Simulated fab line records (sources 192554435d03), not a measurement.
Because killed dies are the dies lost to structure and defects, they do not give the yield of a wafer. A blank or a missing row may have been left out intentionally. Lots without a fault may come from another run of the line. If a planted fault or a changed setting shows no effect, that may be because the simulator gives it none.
fab line records -- flow n5Finfet
record: lots: 9, wafers: 26, lastDay: 17
route steps=1938 shown BEOL_M4@1111 BEOL_M12@1637 PASSIVATION@1936
lots with no fault: from the same line, run without faults
startH: the number of hours between the record's first day and the start of the first shown wafer of the lot -- waitH: hours since the lot's step before -- " same as the row above -- L1.1+2: several wafers, shown together as one row -- - value missing, or start not given -- * or withheld: withheld -- < > ~ a bound
route shown NAME@n: names a module that has steps shown in the file, with the first one's number in the route -- usual: average and standard deviation across the fault-free wafers -- same: alike in all rows -- chamber/n: place in a boat -- sites: the reading at each site -- _std_site: standard deviation across them -- _edge_site: outer sites' mean less inner sites' -- radiusMm: for every site, how far away it sits from the centre of the wafer -- mask NAME#n: copy n -- behind: the last tool/chamber to shape the wafer -- hold: cause of the lot's hold/its duration in hours/its outcome -- device: the n, p or np transistor that did not switch -- end of line: the route-end tests of the same wafers -- for a step that has no rows: nothing shown but its recipe -- killed: dies that structure and defects cost at the first sort, which is not the same as the wafer's yield -- map: per-die view of a wafer (x killed, . not killed, _ where there is no die)
set.NAME: the setting the step ran with; set.NAME@STEP: the setting that earlier step ran with -- model.NAME: the simulator's own value behind a step, which no gauge read
steps of the route over a sample of lots; a table a step, a row a wafer
services: from which hour (startH, from the record's first day; less than 0 if before it) a tool's chamber was out of use, for how many hours, and why
== steps ==
step: N5_BEOL_M4_RC_MEAS_101
usual: DIBL_N: 35.9/2.5, DIBL_P: 36.0/3, IOFF_N: 0.16/0.047, IOFF_P: 0.21/0.047, ION_N: 671/14, ION_P: 460/8.8, SS_N: 71.5/0.73, SS_P: 73.2/0.91, VT_N: 250/4.3, VT_P: -251/3.6
lot.wafer,tool,chamber,startH,waitH,DIBL_N[mV/V],DIBL_P[mV/V],IOFF_N[nA/um],IOFF_P[nA/um],ION_N[uA/um],ION_P[uA/um],SS_N[mV/dec],SS_P[mV/dec],VT_N[mV],VT_P[mV]
L424.3,prober-02,0,162.56,0.3,34.8,34.4,0.14,0.19,662,453,71.0,73.3,250,-254
L424.4,prober-02,0,162.56,0.3,37.7,37.2,0.20,0.22,679,465,72.4,73.2,245,-251
L424.5,prober-02,0,162.56,0.3,34.1,33.6,0.14,0.17,653,444,70.5,72.7,249,-256
L427.1,prober-01,0,183.32,0.3,36.9,36.9,0.17,0.21,670,456,71.9,72.8,250,-249
L427.3,prober-01,0,183.32,0.3,33.8,32.7,0.12,0.16,657,446,71.5,71.5,254,-253
L427.6,prober-01,0,183.32,0.3,35.2,33.2,0.14,0.17,665,455,71.5,73.1,251,-254
L429.3,prober-01,0,187.33,0.3,39.6,39.0,0.24,0.26,707,475,71.7,74.3,241,-249
L429.4,prober-01,0,187.33,0.3,32.6,29.5,0.10,0.13,654,447,69.6,71.7,256,-256
L429.5,prober-01,0,187.33,0.3,40.8,38.8,0.28,0.26,684,460,72.6,74.4,243,-248
L437.1,prober-02,0,247.27,0.0,39.5,42.5,0.25,0.28,685,468,71.5,74.9,242,-246
L437.2,prober-02,0,247.27,0.0,32.7,34.3,0.12,0.16,655,451,70.2,72.8,251,-254
L437.3,prober-02,0,247.27,0.0,34.8,35.9,0.14,0.18,656,448,70.5,73.0,251,-255
L439.2,prober-01,0,258.07,0.2,36.1,35.7,0.15,0.22,662,457,72.0,73.1,251,-249
L439.5,prober-01,0,258.07,0.2,33.1,33.1,0.10,0.18,661,463,71.2,72.2,255,-250
L439.6,prober-01,0,258.07,0.2,34.8,34.8,0.12,0.20,664,469,71.0,72.6,250,-250
L440.3,prober-01,0,266.86,0.3,37.0,37.6,0.17,0.23,685,471,71.3,73.2,247,-253
L440.5,prober-01,0,266.86,0.3,38.6,37.4,0.19,0.22,686,466,72.4,73.3,246,-254
L445.1,prober-01,0,291.36,0.0,35.8,35.4,0.17,0.22,684,471,71.1,73.1,249,-247
L445.2,prober-01,0,291.36,0.0,38.1,37.6,0.18,0.23,678,467,72.0,73.7,250,-249
L445.4,prober-01,0,291.36,0.0,35.3,34.9,0.15,0.22,655,456,71.4,73.0,251,-249
L446.1,prober-02,0,300.24,0.0,35.0,35.1,0.13,0.19,655,452,71.1,72.8,255,-252
L446.5,prober-02,0,300.24,0.0,34.7,34.8,0.15,0.19,681,468,71.2,73.5,251,-250
L446.6,prober-02,0,300.24,0.0,32.9,32.7,0.10,0.16,656,455,71.0,72.0,259,-254
L447.2,prober-01,0,300.53,0.2,35.2,33.5,0.12,0.16,668,458,71.1,73.0,254,-252
L447.5,prober-01,0,300.53,0.2,39.7,39.0,0.20,0.25,673,457,73.0,74.5,249,-250
L447.6,prober-01,0,300.53,0.2,33.6,33.2,0.11,0.16,664,462,70.8,72.2,253,-254
step: N5_BEOL_M12_ETCH_68
recipe: chemistry: N2/H2, target: SOC, maskMaterial: SiARC, sourceW: 3000, biasW: 350, tempC: 40, timeS: 285, ionEnergyEv: 200, pressureMtorr: 30, n2FlowSccm: 200, h2FlowSccm: 200
usual: drypumpMotorCurrentA: 5.63/0.29, oesProductAu: 0.80/0.073, rfVppV: 523.3/2.4, showerheadPlenumPTorr: 2.52/0.08, tempC: 40.00/0.11, throttleValvePct: 17.8/0.31
same: timeS: 285
lot.wafer,tool,chamber,startH,waitH,drypumpMotorCurrentA,oesProductAu,rfHoursCounterH,rfVppV,showerheadPlenumPTorr,tempC,throttleValvePct
L424.3,rieDiel-02,3,221.33,0.1,5.75,0.92,26,523.2,2.51,40.05,17.9
L424.4,rieDiel-02,1,221.33,0.1,5.23,0.75,146,522.1,2.45,39.80,18.3
L424.5,rieDiel-02,3,221.33,0.1,5.76,0.92,-,522.3,2.51,40.10,17.9
L427.1,rieDiel-03,1,244.14,0.1,5.25,0.78,141,520.4,2.41,39.99,17.5
L427.3,rieDiel-03,0,244.14,0.1,5.07,0.96,2,527.2,2.61,40.12,17.3
L427.6,rieDiel-03,0,244.14,0.1,5.10,0.96,-,527.0,2.62,40.12,17.3
L429.3,rieDiel-06,0,251.22,0.1,6.04,0.83,60,521.5,2.46,40.02,17.5
L429.4,rieDiel-06,3,251.22,0.1,5.94,0.68,239,519.9,2.40,39.76,17.9
L429.5,rieDiel-06,0,251.22,0.1,6.04,0.82,-,521.9,2.46,40.12,17.5
L437.1,rieDiel-06,0,312.34,0.1,6.06,0.80,84,522.3,2.45,40.11,17.5
L437.2,rieDiel-06,3,312.34,0.1,5.92,0.97,2,527.9,2.71,40.21,17.5
L437.3,rieDiel-06,1,312.34,0.1,5.41,0.82,83,525.8,2.58,40.05,17.7
L439.2,rieDiel-03,1,321.13,0.1,5.25,0.75,167,521.9,2.40,39.86,17.5
L439.5,rieDiel-03,2,321.13,0.1,5.73,0.83,-,524.3,2.54,40.07,17.5
L439.6,rieDiel-03,3,321.13,0.1,5.91,0.72,-,521.9,2.51,40.03,17.8
L440.3,rieDiel-06,1,329.39,0.1,5.42,0.81,90,525.0,2.57,39.90,17.7
L440.5,rieDiel-06,0,329.39,0.1,6.04,0.79,-,520.0,2.45,40.09,17.5
L445.1,rieDiel-06,3,356.62,0.1,5.93,0.90,17,528.8,2.70,40.15,17.5
L445.2,rieDiel-06,2,356.62,0.1,5.53,0.78,135,524.0,2.57,40.16,18.0
L445.4,rieDiel-06,0,356.62,0.1,6.04,0.79,101,521.5,2.45,39.93,17.5
L446.1,rieDiel-06,0,364.79,0.1,6.06,0.78,104,522.8,2.44,40.03,17.5
L446.5,rieDiel-06,0,364.79,0.1,6.05,0.78,-,522.4,2.44,39.90,17.5
L446.6,rieDiel-06,3,364.79,0.1,5.93,0.89,-,528.7,2.70,40.08,17.5
L447.2,rieDiel-06,3,365.84,0.1,5.92,0.89,22,527.7,2.70,40.02,17.5
L447.5,rieDiel-06,2,365.84,0.1,5.53,0.77,-,524.0,2.56,39.95,18.1
L447.6,rieDiel-06,3,365.84,0.1,5.93,0.89,-,529.0,2.70,39.96,17.5
step: N5_BEOL_M12_TRENCH_ETCH_34
recipe: chemistry: C4F8/O2/Ar, target: SiOC, targetDepthA: 3189.5, maskMaterial: SOC, pressureMtorr: 30, sourceW: 3000, biasW: 700, Ar_flow_sccm: 400, C4F8_flow_sccm: 15, O2_flow_sccm: 8, heInnerTorr: 15, heOuterTorr: 30, timeS: 125.5, ionEnergyEv: 250
usual: drypumpMotorCurrentA: 5.63/0.29, oesProductAu: 0.80/0.072, rfVppV: 664.8/3, showerheadPlenumPTorr: 3.38/0.1, throttleValvePct: 24.14/0.29
same: timeS: 125.5
lot.wafer,tool,chamber,startH,waitH,drypumpMotorCurrentA,oesProductAu,rfHoursCounterH,rfVppV,showerheadPlenumPTorr,throttleValvePct
L424.3,rieDiel-02,3,221.51,0.0,5.79,0.90,26,664.2,3.35,24.13
L424.4,rieDiel-02,1,221.51,0.0,5.20,0.75,146,661.3,3.33,24.93
L424.5,rieDiel-02,3,221.51,0.0,5.76,0.91,-,663.1,3.35,24.14
L427.1,rieDiel-03,1,244.33,0.0,5.22,0.77,141,661.1,3.26,23.96
L427.3,rieDiel-03,0,244.33,0.0,5.09,0.96,2,668.5,3.51,23.75
L427.6,rieDiel-03,0,244.33,0.0,5.08,0.95,-,667.3,3.51,23.76
L429.3,rieDiel-06,0,251.40,0.0,6.01,0.83,60,662.8,3.29,23.80
L429.4,rieDiel-06,3,251.40,0.0,5.93,0.69,240,661.6,3.23,24.35
L429.5,rieDiel-06,0,251.40,0.0,6.03,0.83,-,664.3,3.29,23.79
L437.1,rieDiel-06,0,312.52,0.0,6.00,0.81,84,662.5,3.28,23.84
L437.2,rieDiel-06,3,312.52,0.0,5.93,0.96,2,672.5,3.62,24.01
L437.3,rieDiel-06,1,312.52,0.0,5.39,0.83,83,666.6,3.45,24.20
L439.2,rieDiel-03,1,321.31,0.0,5.23,0.75,167,661.1,3.25,24.01
L439.5,rieDiel-03,2,321.31,0.0,5.72,0.83,-,667.3,3.45,24.09
L439.6,rieDiel-03,3,321.31,0.0,5.89,0.71,-,663.9,3.36,24.04
L440.3,rieDiel-06,1,329.57,0.0,5.42,0.80,90,666.3,3.45,24.17
L440.5,rieDiel-06,0,329.57,0.0,6.07,0.80,-,663.2,3.27,23.85
L445.1,rieDiel-06,3,356.80,0.0,5.94,0.90,17,672.4,3.61,24.02
L445.2,rieDiel-06,2,356.80,0.0,5.52,0.78,135,666.6,3.43,24.26
L445.4,rieDiel-06,0,356.80,0.0,6.03,0.78,101,662.1,3.27,23.87
L446.1,rieDiel-06,0,364.98,0.0,6.02,0.78,104,662.2,3.27,23.84
L446.5,rieDiel-06,0,364.98,0.0,6.03,0.78,-,663.5,3.27,23.85
L446.6,rieDiel-06,3,364.98,0.0,5.92,0.88,-,670.4,3.61,24.01
L447.2,rieDiel-06,3,366.02,0.0,5.92,0.89,22,669.9,3.61,24.03
L447.5,rieDiel-06,2,366.02,0.0,5.55,0.78,-,665.5,3.43,24.27
L447.6,rieDiel-06,3,366.02,0.0,5.94,0.89,-,671.9,3.61,24.00
step: N5_BEOL_M12_ECD_47
recipe: material: Cu, targetThkA: 7200
lot.wafer,tool,chamber,startH,waitH
L424.3+4+5,ecdCu-02,"1,0,1",222.40,0.1
L427.1+3+6,ecdCu-02,"0,1,1",247.13,0.1
L429.3+4+5,ecdCu-01,"0,1,1",255.20,0.1
L437.1+2+3,ecdCu-02,"1,0,0",313.63,0.1
L439.2+5+6,ecdCu-01,"1,1,0",324.29,0.1
L440.3+5,ecdCu-02,0,331.24,0.1
L445.1+2+4,ecdCu-01,"0,1,1",359.82,0.1
L446.1+5+6,ecdCu-02,"1,1,0",369.75,0.1
L447.2+5+6,ecdCu-01,"0,1,0",370.25,0.1
step: N5_BEOL_M12_THK_MEAS_50
recipe: thkMeasGauge: xrf, reads: Cu_of_BEOL_M12_ECD_47
usual: M12_THK: 323/5.5
lot.wafer,tool,chamber,startH,waitH,M12_THK[nm]
L424.3,filmMetro-02,-,223.11,-,327
L424.4,filmMetro-02,-,223.11,-,322
L424.5,filmMetro-02,-,223.11,-,329
L427.1,filmMetro-01,-,247.93,-,-
L427.3,filmMetro-01,-,247.93,-,-
L427.6,filmMetro-01,-,247.93,-,-
L429.3,filmMetro-01,-,256.16,-,-
L429.4,filmMetro-01,-,256.16,-,-
L429.5,filmMetro-01,-,256.16,-,-
L437.1,filmMetro-01,-,314.63,-,318
L437.2,filmMetro-01,-,314.63,-,330
L437.3,filmMetro-01,-,314.63,-,325
L439.2,filmMetro-01,-,325.03,-,317
L439.5,filmMetro-01,-,325.03,-,331
L439.6,filmMetro-01,-,325.03,-,331
L440.3,filmMetro-02,-,331.95,-,316
L440.5,filmMetro-02,-,331.95,-,313
L445.1,filmMetro-02,-,360.55,-,320
L445.2,filmMetro-02,-,360.55,-,324
L445.4,filmMetro-02,-,360.55,-,316
L446.1,filmMetro-02,-,370.61,-,317
L446.5,filmMetro-02,-,370.61,-,319
L446.6,filmMetro-02,-,370.61,-,325
L447.2,filmMetro-01,-,370.99,-,327
L447.5,filmMetro-01,-,370.99,-,328
L447.6,filmMetro-01,-,370.99,-,326
step: N5_BEOL_M12_RS_MEAS_54
recipe: thkMeasGauge: four-point-probe, reads: Cu_of_BEOL_M12_ECD_47+Ta_of_BEOL_M12_SPUTTER_44+TaN_of_BEOL_M12_SPUTTER_43
usual: M12_RS: 0.0606/0.0011
lot.wafer,tool,chamber,startH,waitH,M12_RS[ohm/sq]
L424.3,filmMetro-02,-,223.27,0.0,0.0589
L424.4,filmMetro-02,-,223.27,0.0,0.0602
L424.5,filmMetro-02,-,223.27,0.0,0.0583
L427.1,filmMetro-02,-,248.06,0.0,61.219
L427.3,filmMetro-02,-,248.06,0.0,56.660
L427.6,filmMetro-02,-,248.06,0.0,60.315
L429.3,filmMetro-01,-,256.28,0.0,58.023
L429.4,filmMetro-01,-,256.28,0.0,60.348
L429.5,filmMetro-01,-,256.28,0.0,59.968
L437.1,filmMetro-01,-,314.79,0.1,0.0622
L437.2,filmMetro-01,-,314.79,0.1,0.0598
L437.3,filmMetro-01,-,314.79,0.1,0.0609
L439.2,filmMetro-02,-,325.15,0.0,0.0619
L439.5,filmMetro-02,-,325.15,0.0,0.0592
L439.6,filmMetro-02,-,325.15,0.0,0.0592
L440.3,filmMetro-01,-,332.08,0.0,0.0620
L440.5,filmMetro-01,-,332.08,0.0,0.0628
L445.1,filmMetro-02,-,360.68,0.0,0.0607
L445.2,filmMetro-02,-,360.68,0.0,0.0600
L445.4,filmMetro-02,-,360.68,0.0,0.0619
L446.1,filmMetro-02,-,370.75,0.0,0.0619
L446.5,filmMetro-02,-,370.75,0.0,0.0615
L446.6,filmMetro-02,-,370.75,0.0,0.0604
L447.2,filmMetro-02,-,371.11,0.0,0.0610
L447.5,filmMetro-02,-,371.11,0.0,0.0608
L447.6,filmMetro-02,-,371.11,0.0,0.0613
step: N5_BEOL_M12_INSPECT_55
recipe: inspectInstrument: darkfield, mode: postDep
usual: rawDefectCount: 81/28
lot.wafer,tool,chamber,startH,waitH,rawDefectCount
L424.3,defectInspect-02,-,223.29,0.0,40
L424.4,defectInspect-02,-,223.29,0.0,59
L424.5,defectInspect-02,-,223.29,0.0,48
L427.1,defectInspect-02,-,248.08,0.0,108
L427.3,defectInspect-02,-,248.08,0.0,105
L427.6,defectInspect-02,-,248.08,0.0,153
L429.3,defectInspect-01,-,256.31,0.0,85
L429.4,defectInspect-01,-,256.31,0.0,28
L429.5,defectInspect-01,-,256.31,0.0,74
L437.1,defectInspect-02,-,314.81,0.0,84
L437.2,defectInspect-02,-,314.81,0.0,110
L437.3,defectInspect-02,-,314.81,0.0,117
L439.2,defectInspect-01,-,325.18,0.0,123
L439.5,defectInspect-01,-,325.18,0.0,114
L439.6,defectInspect-01,-,325.18,0.0,65
L440.3,defectInspect-01,-,332.10,0.0,122
L440.5,defectInspect-01,-,332.10,0.0,90
L445.1,defectInspect-02,-,360.70,0.0,101
L445.2,defectInspect-02,-,360.70,0.0,93
L445.4,defectInspect-02,-,360.70,0.0,90
L446.1,defectInspect-02,-,370.77,0.0,52
L446.5,defectInspect-02,-,370.77,0.0,62
L446.6,defectInspect-02,-,370.77,0.0,55
L447.2,defectInspect-02,-,371.14,0.0,55
L447.5,defectInspect-02,-,371.14,0.0,69
L447.6,defectInspect-02,-,371.14,0.0,76
step: N5_PASSIVATION_PROBE_49
usual: defectLimitedYield: 91.4/1.4, killed_at_M0_to_M3: 34/8.9, killed_at_M4_up: 13/4.6, killedAtContacts: 12/5.5, killedAtFrontEnd: 41/11, killedAtOther: 3.1/2.9, killedDies: 102/16, killedOnRim: 13/4.2, killedOpen: 66/11, killedShort: 34/7.6, sort_bin_5_function: 5.1/0.89, sort_bin_6_memory: 3.2/0.61, sort_bin_8_speed: 0.02/0.12, sortNPass: 1078/16
same: grossDies: 1180, killedAtBackSide: 0, sort_bin_4_leakage[%]: 0
lot.wafer,tool,chamber,startH,waitH,defectLimitedYield[%],killed_at_M0_to_M3,killed_at_M4_up,killedAtContacts,killedAtFrontEnd,killedAtOther,killedDies,killedOnRim,killedOpen,killedShort,sort_bin_5_function[%],sort_bin_6_memory[%],sort_bin_8_speed[%],sortNPass
L427.1,prober-02,-,281.26,0.0,0,30,1076,13,61,0,1180,152,81,34,95.4,4.2,0,0
L427.3,prober-02,-,281.36,0.1,0,20,1088,11,59,2,1180,152,64,37,96.3,3.3,0,0
L427.6,prober-02,-,281.51,0.3,0,27,1093,12,45,3,1180,152,79,34,96.7,3.1,0,0
L429.3,prober-02,-,290.44,0.1,0,45,1081,16,37,1,1180,152,68,41,95.8,3.6,0,0
L429.4,prober-02,-,290.49,0.2,0,35,1095,19,30,1,1180,152,65,29,96.6,3.2,0,0
L429.5,prober-02,-,290.54,0.2,0,31,1110,7,29,3,1180,152,53,31,97.3,2.5,0,0
L437.3,prober-02,-,346.32,0.1,91.1,63,13,5,20,4,105,10,62,39,5.0,3.6,0,1075
L439.5,prober-02,-,358.28,0.2,89.9,33,15,8,56,7,119,15,76,42,5.9,3.9,0,1061
killed by level:class
L427.1 BEOL_M12:areaEcd=1065 STI_FIN_REVEAL:geometricParticle:open=17 MOL_CONTACT_COAG:geometricParticle:open=10 BEOL_M1:geometricParticle:open=9 FIN_SAQP:geometricParticle:open=7 DUMMY_GATE:geometricParticle:open=7 BEOL_M0_SAQP:geometricParticle:short=7 GATE_CUT:geometricParticle:open=6
L427.3 BEOL_M12:areaEcd=1079 FIN_SAQP:geometricParticle:open=18 FIN_SAQP:geometricParticle:short=12 MOL_CONTACT_COAG:geometricParticle:open=8 STI_FIN_REVEAL:geometricParticle:open=6 DUMMY_GATE:geometricParticle:open=6 STARTING-WAFER:geometricParticle:short=6 BEOL_M3:geometricParticle:open=5
L427.6 BEOL_M12:areaEcd=1066 MOL_CONTACT_COAG:geometricParticle:open=11 BEOL_M4:geometricParticle:open=11 FIN_SAQP:geometricParticle:short=8 BEOL_M1:geometricParticle:open=8 STI_FIN_REVEAL:geometricParticle:open=7 BEOL_M5:geometricParticle:open=7 DUMMY_GATE:geometricParticle:open=6
L429.3 BEOL_M12:areaEcd=1071 BEOL_M1:geometricParticle:open=16 MOL_CONTACT_COAG:geometricParticle:open=13 GATE_CUT:geometricParticle:short=8 STI_FIN_REVEAL:geometricParticle:open=7 BEOL_M3:geometricParticle:open=7 FIN_SAQP:geometricParticle:open=5 FIN_SAQP:geometricParticle:short=5
L429.4 BEOL_M12:areaEcd=1086 MOL_CONTACT_COAG:geometricParticle:open=16 BEOL_M3:geometricParticle:open=11 BEOL_M1:geometricParticle:open=11 BEOL_M3:geometricParticle:short=7 FIN_SAQP:geometricParticle:open=5 DUMMY_GATE:geometricParticle:open=5 STARTING-WAFER:geometricParticle:short=5
L429.5 BEOL_M12:areaEcd=1096 FIN_SAQP:geometricParticle:open=6 BEOL_M2:geometricParticle:open=6 STI_FIN_REVEAL:geometricParticle:open=5 DUMMY_GATE:geometricParticle:open=5 BEOL_M0_SAQP:geometricParticle:short=5 BEOL_M1:geometricParticle:open=5 MOL_CONTACT_COAG:geometricParticle:open=4
L437.3 BEOL_M0_SAQP:geometricParticle:open=18 BEOL_M0_SAQP:geometricParticle:short=15 BEOL_M1:geometricParticle:open=7 BEOL_M2:geometricParticle:open=6 BEOL_M3:geometricParticle:open=6 STI_FIN_REVEAL:geometricParticle:open=5 BEOL_M1:geometricParticle:short=5 BEOL_M4:geometricParticle:open=4
L439.5 STI_FIN_REVEAL:geometricParticle:open=16 DUMMY_GATE:geometricParticle:open=8 BEOL_M0_SAQP:geometricParticle:short=8 BEOL_M3:geometricParticle:open=8 FIN_SAQP:geometricParticle:open=7 BEOL_M4:geometricParticle:open=7 GATE_CUT:geometricParticle:short=6 MOL_CONTACT_COAG:geometricParticle:open=5
== services ==
tool,chamber,startH,hours,kind
rieDiel-02,-,198.01,0.6,repair
rieDiel-02,1,204.08,6.8,repair
ecdCu-02,-,205.79,1.1,repair
rieDiel-03,0,211.06,-,clean
rieDiel-03,0,211.06,-,consumableReplace:focusRing
rieDiel-03,0,211.06,26.7,scheduledDown
rieDiel-03,0,211.06,26.7,ventCycle
rieDiel-02,-,223.96,2.3,repair
rieDiel-03,2,228.06,8.4,repair
ecdCu-02,-,234.98,2.4,repair
rieDiel-06,2,235.93,8.0,repair
rieDiel-02,0,246.25,4.4,repair
rieDiel-06,3,253.06,2.6,repair
rieDiel-02,2,277.61,-,clean
rieDiel-02,2,277.61,-,consumableReplace:focusRing
rieDiel-06,3,286.58,-,clean
rieDiel-06,3,286.58,-,consumableReplace:focusRing
rieDiel-06,3,286.58,-,consumableReplace:showerhead
rieDiel-06,3,286.58,22.1,scheduledDown
rieDiel-06,3,286.58,22.1,ventCycle
rieDiel-03,-,308.90,0.2,repair
rieDiel-06,3,322.17,1.7,repair
ecdCu-01,-,327.49,2.3,repair
rieDiel-03,2,339.80,2.8,repair
== key ==
firstSign: step: N5_BEOL_M12_THK_MEAS_50, reading: M12_THK, direction: missing
effect: step: N5_BEOL_M12_RS_MEAS_54, reading: M12_RS, direction: up, sigmas: 99+, usual: 0.0606, struck: 59.422
effect: step: N5_PASSIVATION_PROBE_49, reading: killed_at_M4_up, direction: up, sigmas: 99+, usual: 13, struck: 1090
moreKillsBornAt: N5_BEOL_M12_ECD_47@ecdCu-01: 3253, N5_BEOL_M12_ECD_47@ecdCu-02: 3210
metAt N5_BEOL_M12_ECD_47
struckLots L427,L429
laterRowsLeftOut L427.1,L427.3,L427.6,L429.3,L429.4,L429.5
notActingAt N5_BEOL_M12_ETCH_68,N5_BEOL_M12_TRENCH_ETCH_34,N5_BEOL_M12_INSPECT_55
onsetBetween 222.40 247.13
fault: kind: skippedStepWhole, tool: ecdCu-01,ecdCu-02, chamber: -, onsetH: 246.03, steps: N5_BEOL_M12_ECD_47, scope: struckLotsOnly
laterRowsLeftOut: the simulator's readings of these wafers behind a module that went badly wrong aren't trusted and aren't shown, but for the sort
